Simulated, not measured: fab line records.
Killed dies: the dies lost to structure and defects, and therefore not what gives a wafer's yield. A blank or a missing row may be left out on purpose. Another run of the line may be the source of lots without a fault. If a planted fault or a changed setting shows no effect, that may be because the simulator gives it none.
Which tool was responsible?	flow n5Finfet	24 lots with 72 wafers sampled at 6 steps, on a route of 1938 steps

## WHAT THE GAUGES SHOWED, per wafer
The record holds no reading of a measuring or inspecting step that can be judged against a usual standard deviation.

## WHAT TOOL EACH LOT RAN ON (gives the tool, then ch and the chambers of the sampled wafers, and finally the start)
lot	N5_BEOL_M4_SURFACE_TREAT_85	N5_BEOL_M4_SPUTTER_48	N5_BEOL_M4_ANNEAL_80	N5_BEOL_M4_SPUTTER_94	N5_BEOL_M4_SPUTTER_96	N5_BEOL_M4_ANNEAL_51
L074	pvdSputter-02, day 7 12:11	pvdSputter-01, day 7 12:27	pvdSputter-01, day 7 12:45	pvdSputter-01, day 7 13:59	pvdSputter-01, day 7 14:13	rtpAnneal-02 ch 0, day 7 14:28
L076	pvdSputter-01, day 8 04:19	pvdSputter-01, day 8 04:32	pvdSputter-01, day 8 04:50	pvdSputter-01, day 8 06:04	pvdSputter-01, day 8 06:17	rtpAnneal-01 ch 0, day 8 06:29
L075	pvdSputter-02, day 8 08:07	pvdSputter-03, day 8 08:22	pvdSputter-03, day 8 08:40	pvdSputter-03, day 8 09:55	pvdSputter-03, day 8 10:08	rtpAnneal-02 ch 0, day 8 10:38
L077	pvdSputter-01, day 8 10:07	pvdSputter-03, day 8 10:28	pvdSputter-03, day 8 10:46	pvdSputter-03, day 8 12:01	pvdSputter-03, day 8 12:14	rtpAnneal-01 ch 0, day 8 12:28
L078	pvdSputter-01, day 8 11:14	pvdSputter-02, day 8 11:51	pvdSputter-02, day 8 12:09	pvdSputter-02, day 8 13:23	pvdSputter-02, day 8 13:37	rtpAnneal-02 ch 0, day 8 13:49
L079	pvdSputter-02, day 8 11:23	pvdSputter-01, day 8 11:56	pvdSputter-01, day 8 12:14	pvdSputter-01, day 8 13:28	pvdSputter-01, day 8 13:41	rtpAnneal-01 ch 0, day 8 13:57
L081	pvdSputter-01, day 9 02:39	pvdSputter-01, day 9 03:05	pvdSputter-01, day 9 03:23	pvdSputter-01, day 9 04:38	pvdSputter-01, day 9 04:51	rtpAnneal-02 ch 0, day 9 05:10
L080	pvdSputter-02, day 9 06:59	pvdSputter-01, day 9 07:12	pvdSputter-01, day 9 07:30	pvdSputter-01, day 9 08:44	pvdSputter-01, day 9 08:58	rtpAnneal-02 ch 0, day 9 09:13
L082	pvdSputter-03, day 9 12:25	pvdSputter-03, day 9 12:43	pvdSputter-03, day 9 13:01	pvdSputter-03, day 9 14:15	pvdSputter-03, day 9 14:28	rtpAnneal-01 ch 0, day 9 14:40
L084	pvdSputter-01, day 10 04:06	pvdSputter-02, day 10 04:19	pvdSputter-02, day 10 04:37	pvdSputter-02, day 10 05:52	pvdSputter-02, day 10 06:05	rtpAnneal-01 ch 0, day 10 06:19
L083	pvdSputter-03, day 10 04:16	pvdSputter-03, day 10 04:48	pvdSputter-03, day 10 05:06	pvdSputter-03, day 10 06:20	pvdSputter-03, day 10 06:34	rtpAnneal-01 ch 0, day 10 06:45
L085	pvdSputter-03, day 10 04:24	pvdSputter-02, day 10 06:10	pvdSputter-02, day 10 06:28	pvdSputter-02, day 10 07:42	pvdSputter-02, day 10 07:55	rtpAnneal-01 ch 0, day 10 08:07
L086	pvdSputter-02, day 10 11:40	pvdSputter-02, day 10 12:08	pvdSputter-02, day 10 12:26	pvdSputter-02, day 10 13:40	pvdSputter-02, day 10 13:53	rtpAnneal-01 ch 0, day 10 14:09
L087	pvdSputter-01, day 11 07:47	pvdSputter-03, day 11 08:04	pvdSputter-03, day 11 08:22	pvdSputter-03, day 11 09:36	pvdSputter-03, day 11 09:49	rtpAnneal-02 ch 0, day 11 10:01
L088	pvdSputter-03, day 11 10:24	pvdSputter-03, day 11 10:47	pvdSputter-03, day 11 11:05	pvdSputter-03, day 11 12:19	pvdSputter-03, day 11 12:32	rtpAnneal-01 ch 0, day 11 12:44
L089	pvdSputter-02, day 11 13:19	pvdSputter-02, day 11 13:32	pvdSputter-02, day 11 13:50	pvdSputter-02, day 11 15:04	pvdSputter-02, day 11 15:17	rtpAnneal-01 ch 0, day 11 15:32
L090	pvdSputter-01, day 11 15:26	pvdSputter-03, day 11 15:41	pvdSputter-03, day 11 15:59	pvdSputter-03, day 11 17:13	pvdSputter-03, day 11 17:26	rtpAnneal-01 ch 0, day 11 17:41
L091	pvdSputter-02, day 11 20:27	pvdSputter-01, day 11 20:58	pvdSputter-01, day 11 21:16	pvdSputter-01, day 11 22:31	pvdSputter-01, day 11 22:44	rtpAnneal-02 ch 0, day 11 23:01
L093	pvdSputter-01, day 11 23:57	pvdSputter-02, day 12 00:34	pvdSputter-02, day 12 00:52	pvdSputter-02, day 12 02:07	pvdSputter-02, day 12 02:20	rtpAnneal-01 ch 0, day 12 02:40
L092	pvdSputter-02, day 12 03:02	pvdSputter-01, day 12 03:20	pvdSputter-01, day 12 03:38	pvdSputter-01, day 12 04:53	pvdSputter-01, day 12 05:06	rtpAnneal-01 ch 0, day 12 05:17
L094	pvdSputter-02, day 12 20:39	pvdSputter-03, day 12 21:05	pvdSputter-03, day 12 21:23	pvdSputter-03, day 12 22:37	pvdSputter-03, day 12 22:50	rtpAnneal-01 ch 0, day 12 23:05
L095	pvdSputter-01, day 13 00:25	pvdSputter-01, day 13 00:46	pvdSputter-01, day 13 01:04	pvdSputter-01, day 13 02:18	pvdSputter-01, day 13 02:31	rtpAnneal-02 ch 0, day 13 02:43
L096	pvdSputter-03, day 13 04:31	pvdSputter-01, day 13 04:45	pvdSputter-01, day 13 05:03	pvdSputter-01, day 13 06:17	pvdSputter-01, day 13 06:31	rtpAnneal-02 ch 0, day 13 06:43
L097	pvdSputter-02, day 13 05:36	pvdSputter-01, day 13 06:38	pvdSputter-01, day 13 06:56	pvdSputter-01, day 13 08:10	pvdSputter-01, day 13 08:23	rtpAnneal-02 ch 0, day 13 08:35
- N5_BEOL_M4_SURFACE_TREAT_85
- N5_BEOL_M4_SPUTTER_48: material Cu, target thk 4.5 nm, time 8.29 s.
- N5_BEOL_M4_ANNEAL_80: time 240 s.
- N5_BEOL_M4_SPUTTER_94: material Cu, target thk 4.5 nm, time 8.29 s.
- N5_BEOL_M4_SPUTTER_96: material Cu, target thk 4.5 nm, time 8.29 s.
- N5_BEOL_M4_ANNEAL_51: time 90 s.

## AS READ BY THE TOOLS THEMSELVES (means over the sampled wafers that have a number; for cases with no such wafer, the mark the record gives instead)
N5_BEOL_M4_SURFACE_TREAT_85. Usual: arFlowSccm at 30.00 sccm, with a standard deviation of 0.088.
lot	tool	arFlowSccm (sccm)	flag
L074	pvdSputter-02	29.88	
L076	pvdSputter-01	29.94	
L075	pvdSputter-02	30.02	
L077	pvdSputter-01	30.04	
L078	pvdSputter-01	30.01	
L079	pvdSputter-02	29.94	
L081	pvdSputter-01	29.93	
L080	pvdSputter-02	29.95	
L082	pvdSputter-03	30.03	
L084	pvdSputter-01	30.10	
L083	pvdSputter-03	30.04	
L085	pvdSputter-03	30.03	
L086	pvdSputter-02	29.96	
L087	pvdSputter-01	30.03	
L088	pvdSputter-03	29.99	
L089	pvdSputter-02	29.99	
L090	pvdSputter-01	30.04	
L091	pvdSputter-02	29.97	
L093	pvdSputter-01	29.96	
L092	pvdSputter-02	30.01	
L094	pvdSputter-02	29.97	
L095	pvdSputter-01	29.99	
L096	pvdSputter-03	29.98	
L097	pvdSputter-02	29.95	

N5_BEOL_M4_SPUTTER_48. Usual: chamberPressurePa 0.07 Pa, standard deviation 0.00013; substrateTempC -20.01 C, standard deviation 0.11; susceptorTempC -20.00 C, standard deviation 0.091; throttleValvePct 30.5 %, standard deviation 0.83.
lot	tool	chamberPressurePa (Pa)	substrateTempC (C)	susceptorTempC (C)	throttleValvePct (%)	flag
L074	pvdSputter-01	0.07	-20.06	-19.91	31.1	
L076	pvdSputter-01	0.07	-20.05	-19.99	30.8	
L075	pvdSputter-03	0.07	-19.96	-20.07	30.2	
L077	pvdSputter-03	0.07	-20.03	-19.97	30.7	
L078	pvdSputter-02	0.07	-19.99	-20.06	30.4	
L079	pvdSputter-01	0.07	-20.04	-20.04	30.8	
L081	pvdSputter-01	0.07	-19.98	-20.14	30.8	
L080	pvdSputter-01	0.07	-20.02	-19.92	31.3	
L082	pvdSputter-03	0.07	-20.11	-20.05	30.8	
L084	pvdSputter-02	0.07	-20.13	-19.98	30.4	
L083	pvdSputter-03	0.07	-20.06	-20.02	30.3	
L085	pvdSputter-02	0.07	-19.97	-19.93	30.5	
L086	pvdSputter-02	0.07	-19.95	-19.93	30.1	
L087	pvdSputter-03	0.07	-20.02	-19.98	30.3	
L088	pvdSputter-03	0.07	-20.07	-20.00	29.6	
L089	pvdSputter-02	0.07	-20.08	-20.01	30.5	
L090	pvdSputter-03	0.07	-19.83	-20.06	30.1	
L091	pvdSputter-01	0.07	-20.05	-20.06	30.6	
L093	pvdSputter-02	0.07	-19.98	-20.04	30.6	
L092	pvdSputter-01	0.07	-19.92	-19.96	30.4	
L094	pvdSputter-03	0.07	-19.98	-20.07	30.3	
L095	pvdSputter-01	0.07	-20.04	-20.08	31.3	
L096	pvdSputter-01	0.07	-19.92	-19.92	31.2	
L097	pvdSputter-01	0.07	-19.98	-20.05	30.7	

N5_BEOL_M4_ANNEAL_80. Usual: heaterPowerW 873 W, standard deviation 130; susceptorTempC 400.06 C, standard deviation 0.22; susceptor_temp_C_max 400.9, standard deviation 0.4.
lot	tool	heaterPowerW (W)	susceptorTempC (C)	susceptor_temp_C_max	flag
L074	pvdSputter-01	940	399.93	400.6	
L076	pvdSputter-01	774	400.24	401.0	
L075	pvdSputter-03	854	400.07	401.0	
L077	pvdSputter-03	818	400.33	401.2	
L078	pvdSputter-02	890	399.78	400.5	
L079	pvdSputter-01	931	400.23	401.2	
L081	pvdSputter-01	714	400.10	401.0	
L080	pvdSputter-01	839	400.06	401.0	
L082	pvdSputter-03	837	399.99	400.8	
L084	pvdSputter-02	867	400.07	400.6	
L083	pvdSputter-03	907	400.20	401.2	
L085	pvdSputter-02	893	400.13	400.8	
L086	pvdSputter-02	961	399.86	400.4	
L087	pvdSputter-03	819	400.10	401.3	
L088	pvdSputter-03	889	400.05	401.3	
L089	pvdSputter-02	876	400.05	400.8	
L090	pvdSputter-03	850	399.98	401.3	
L091	pvdSputter-01	854	399.97	400.7	
L093	pvdSputter-02	947	399.95	400.7	
L092	pvdSputter-01	715	400.01	400.6	
L094	pvdSputter-03	830	399.86	401.2	
L095	pvdSputter-01	909	399.90	400.9	
L096	pvdSputter-01	848	400.03	400.8	
L097	pvdSputter-01	850	400.24	400.9	

N5_BEOL_M4_SPUTTER_94. Usual: chamberPressurePa 0.07 Pa, standard deviation 0.00015; substrateTempC -20.01 C, standard deviation 0.1; susceptorTempC -20.01 C, standard deviation 0.11; throttleValvePct 30.5 %, standard deviation 0.83.
lot	tool	chamberPressurePa (Pa)	substrateTempC (C)	susceptorTempC (C)	throttleValvePct (%)	flag
L074	pvdSputter-01	0.07	-19.99	-20.07	31.1	
L076	pvdSputter-01	0.07	-20.03	-20.04	30.8	
L075	pvdSputter-03	0.07	-19.97	-20.13	30.3	
L077	pvdSputter-03	0.07	-20.06	-19.89	30.8	
L078	pvdSputter-02	0.07	-19.98	-20.04	30.4	
L079	pvdSputter-01	0.07	-19.96	-19.96	30.7	
L081	pvdSputter-01	0.07	-20.08	-20.07	30.8	
L080	pvdSputter-01	0.07	-20.08	-20.02	31.1	
L082	pvdSputter-03	0.07	-20.03	-19.96	30.7	
L084	pvdSputter-02	0.07	-19.97	-20.01	30.5	
L083	pvdSputter-03	0.07	-19.98	-20.00	30.2	
L085	pvdSputter-02	0.07	-19.92	-20.01	30.6	
L086	pvdSputter-02	0.07	-20.06	-19.99	30.3	
L087	pvdSputter-03	0.07	-19.95	-20.04	30.2	
L088	pvdSputter-03	0.07	-20.03	-19.95	29.7	
L089	pvdSputter-02	0.07	-20.11	-19.91	30.4	
L090	pvdSputter-03	0.07	-20.01	-19.98	30.3	
L091	pvdSputter-01	0.07	-19.99	-20.04	30.6	
L093	pvdSputter-02	0.07	-20.13	-20.13	30.6	
L092	pvdSputter-01	0.07	-20.01	-19.93	30.2	
L094	pvdSputter-03	0.07	-20.01	-20.12	30.2	
L095	pvdSputter-01	0.07	-19.89	-20.03	31.2	
L096	pvdSputter-01	0.07	-19.92	-20.04	31.1	
L097	pvdSputter-01	0.07	-19.99	-19.91	30.7	

N5_BEOL_M4_SPUTTER_96. Usual: chamberPressurePa 0.06998 Pa, standard deviation 0.00014; substrateTempC -19.99 C, standard deviation 0.11; susceptorTempC -19.99 C, standard deviation 0.11; throttleValvePct 30.5 %, standard deviation 0.83.
lot	tool	chamberPressurePa (Pa)	substrateTempC (C)	susceptorTempC (C)	throttleValvePct (%)	flag
L074	pvdSputter-01	0.06995	-19.98	-20.03	30.9	
L076	pvdSputter-01	0.07002	-20.00	-20.14	30.9	
L075	pvdSputter-03	0.07001	-19.95	-20.04	30.3	
L077	pvdSputter-03	0.06991	-19.96	-20.10	30.7	
L078	pvdSputter-02	0.07000	-19.93	-19.89	30.5	
L079	pvdSputter-01	0.06986	-19.91	-20.08	30.6	
L081	pvdSputter-01	0.07001	-19.97	-19.97	30.8	
L080	pvdSputter-01	0.07008	-20.07	-19.95	31.3	
L082	pvdSputter-03	0.07012	-20.08	-20.04	30.9	
L084	pvdSputter-02	0.06993	-20.01	-20.01	30.6	
L083	pvdSputter-03	0.06996	-20.04	-20.07	30.1	
L085	pvdSputter-02	0.06997	-19.99	-20.04	30.5	
L086	pvdSputter-02	0.06982	-19.91	-19.96	30.3	
L087	pvdSputter-03	0.07001	-19.92	-19.92	30.1	
L088	pvdSputter-03	0.06995	-20.08	-19.97	29.6	
L089	pvdSputter-02	0.06999	-19.95	-19.88	30.7	
L090	pvdSputter-03	0.07003	-20.07	-19.91	30.0	
L091	pvdSputter-01	0.06990	-20.00	-20.01	30.5	
L093	pvdSputter-02	0.06995	-20.00	-19.97	30.7	
L092	pvdSputter-01	0.06994	-20.12	-19.92	30.2	
L094	pvdSputter-03	0.07004	-20.03	-20.06	30.2	
L095	pvdSputter-01	0.07009	-19.93	-19.98	31.2	
L096	pvdSputter-01	0.06997	-19.90	-20.03	31.2	
L097	pvdSputter-01	0.07000	-19.94	-20.00	30.6	

N5_BEOL_M4_ANNEAL_51. Usual: wafer_temp_C_max at 225.88, with a standard deviation of 0.23.
lot	tool	wafer_temp_C_max	flag
L074	rtpAnneal-02	225.79	
L076	rtpAnneal-01	225.79	
L075	rtpAnneal-02	226.31	
L077	rtpAnneal-01	225.80	
L078	rtpAnneal-02	226.09	
L079	rtpAnneal-01	225.78	
L081	rtpAnneal-02	225.81	
L080	rtpAnneal-02	225.94	
L082	rtpAnneal-01	225.97	
L084	rtpAnneal-01	225.86	
L083	rtpAnneal-01	225.65	
L085	rtpAnneal-01	225.98	
L086	rtpAnneal-01	225.75	
L087	rtpAnneal-02	225.81	
L088	rtpAnneal-01	225.79	
L089	rtpAnneal-01	225.89	
L090	rtpAnneal-01	225.82	
L091	rtpAnneal-02	225.90	
L093	rtpAnneal-01	225.55	
L092	rtpAnneal-01	225.96	
L094	rtpAnneal-01	225.78	
L095	rtpAnneal-02	226.03	
L096	rtpAnneal-02	225.71	
L097	rtpAnneal-02	225.96	

## THE ANSWER, worked out from the rows above alone
Rule: take the mean of a lot's wafers that have a number; if it is more than 3 standard deviations from the usual mean, the lot is off. Also off: a lot with no number at a reading for which 4 or more lots have one. All remaining lots with rows at the step are treated as sound. Order of review: gauges by route order, followed by the tools' own readings, for which a lot's mean as printed above is used. The first step at which some lot is off is used, and at that step the reading that is off furthest; a lot without a number counts as furthest.
Nothing can be told from this: no lot is off at any reading shown.

## WHAT WAS PUT IN BY THE SIMULATOR
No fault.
